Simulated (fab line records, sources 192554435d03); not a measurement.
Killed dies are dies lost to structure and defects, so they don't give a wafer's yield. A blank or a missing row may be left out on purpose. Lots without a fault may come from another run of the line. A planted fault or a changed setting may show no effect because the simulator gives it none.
Chamber matching | flow n5_finfet | N5_SD_EPI_N_ETCH_35 on rie_diel-01: 4 sister chambers
The step etches SOC in N2/H2, overetch 108 nm, time 486 s. 4 wafers are shown with their chamber, then 10 later ones without.

WAFERS WITH THEIR CHAMBER
wafer  | chamber | showerhead_plenum_p_Torr (Torr)
L081.2 | 1       | 2.70
L084.6 | 3       | 2.42
L089.1 | 2       | 2.55
L089.2 | 0       | 2.59

WAFERS WITHOUT THEIR CHAMBER
wafer  | showerhead_plenum_p_Torr (Torr)
L089.6 | 2.59
L091.1 | 2.59
L091.4 | 2.42
L091.5 | 2.55
L092.1 | 2.69
L092.3 | 2.42
L092.5 | 2.59
L093.3 | 2.54
L093.4 | 2.69
L093.6 | 2.69

WHICH CHAMBER EACH WENT THROUGH
wafer  | from the rows above | in truth
L089.6 | 0                   | 0
L091.1 | 0                   | 0
L091.4 | 3                   | 3
L091.5 | 2                   | 2
L092.1 | 1                   | 1
L092.3 | 3                   | 3
L092.5 | 0                   | 0
L093.3 | 2                   | 2
L093.4 | 1                   | 1
L093.6 | 1                   | 1
Placed correctly: 10 of 10. Can't be placed from these rows: 0. Placed wrongly: 0.
How it was worked out, from the rows above alone: a wafer's distance from a chamber is the root of the sum, over the readings, of the square of ((its reading less the chamber's mean) divided by the reading's scatter). The wafer belongs to the nearest chamber; if the next one is less than 2 further off, it can't be placed. A chamber's mean is the mean of its shown wafers. The scatter: with one shown wafer a chamber, the root of the mean of the squares of how far each hidden wafer lies from its nearest shown one.
